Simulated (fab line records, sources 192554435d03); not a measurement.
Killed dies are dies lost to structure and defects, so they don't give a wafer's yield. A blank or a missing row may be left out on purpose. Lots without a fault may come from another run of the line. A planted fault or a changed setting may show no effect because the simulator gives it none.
One fault seen from 2 desks | flow n5_finfet | each desk has only its own numbers; what lay behind them comes last

THE METROLOGY DESK
What the gauges read, lot by lot, whatever tool the lot ran on: means of the sampled wafers that have a number. A lot is out of limits, marked OUT, if its mean lies more than 4 standard deviations from the usual mean; the brackets give that distance.
Columns: A = cd_nm at N5_FIN_SAQP_CD_MEAS_31, usual 8.09 nm
lot  | first seen here | A
L820 | day 2 03:55     | 8.06
L821 | day 2 08:26     | 7.66
L822 | day 2 13:31     | 8.29
L823 | day 2 21:07     | 8.04
L824 | day 3 02:16     | 8.13
L825 | day 3 08:34     | 8.23
L826 | day 3 13:26     | 7.96
L827 | day 3 19:37     | 8.03
L828 | day 4 02:27     | 8.12
L829 | day 4 10:02     | 8.16
L833 | day 5 08:18     | 8.09
L834 | day 5 13:28     | 7.98
L838 | day 6 14:04     | 8.15
This desk's finding: nothing out of limits on any of the 13 lots.

THE TOOL OWNER'S DESK: rie_si-06
The tool's own readings at N5_FIN_SAQP_ETCH_65 (etches SiO2 in CF4, target depth 4 nm, time 4.4 s): means of the sampled wafers that have a number, for each lot that ran on this tool. A lot is out of limits, marked OUT, if its mean lies more than 4 standard deviations from the usual mean; the brackets give that distance.
Columns: A = drypump_motor_current_A at N5_FIN_SAQP_ETCH_65, usual 5.36 A; B = oes_product_au at N5_FIN_SAQP_ETCH_65, usual 0.999 a.u.; C = throttle_valve_pct at N5_FIN_SAQP_ETCH_65, usual 21.84 %
lot  | first seen here | A    | B               | C
L820 | day 2 02:32     | 5.34 | 0.997           | 21.89
L821 | day 2 06:44     | 5.38 | 1.003           | 22.01
L824 | day 3 00:26     | 5.41 | 1.008           | 22.02
L826 | day 3 11:56     | 5.52 | 1.002           | 21.97
L827 | day 3 18:12     | 5.31 | 0.996           | 21.73
L828 | day 4 01:02     | 5.31 | 0.999           | 21.89
L833 | day 5 06:54     | 5.31 | 1.176 (+15) OUT | 22.02
L834 | day 5 12:05     | 5.54 | 1.179 (+15) OUT | 22.21
This desk's finding: out of limits on L833, L834; first on L833, day 5 06:54 (oes_product_au at N5_FIN_SAQP_ETCH_65). In limits: L820, L821, L824, L826, L827, L828.

PUT TOGETHER
The tool owner's desk could have raised an alarm at day 5 06:54, on L833, L834.
The metrology desk saw nothing out of limits.
The metrology desk has L833, L834 on record, within its limits.
Of the lots named, all ran N5_FIN_SAQP_ETCH_65 on rie_si-06.

WHAT THE SIMULATOR HAD PUT IN
Process parameter drift: rie_si-06, from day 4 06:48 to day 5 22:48, at N5_FIN_SAQP_ETCH_65. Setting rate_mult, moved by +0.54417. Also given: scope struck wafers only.
Lots struck among those shown: L833, L834.
Hours from the fault's start to each desk's first reading out of limits: the tool owner's desk, 24.
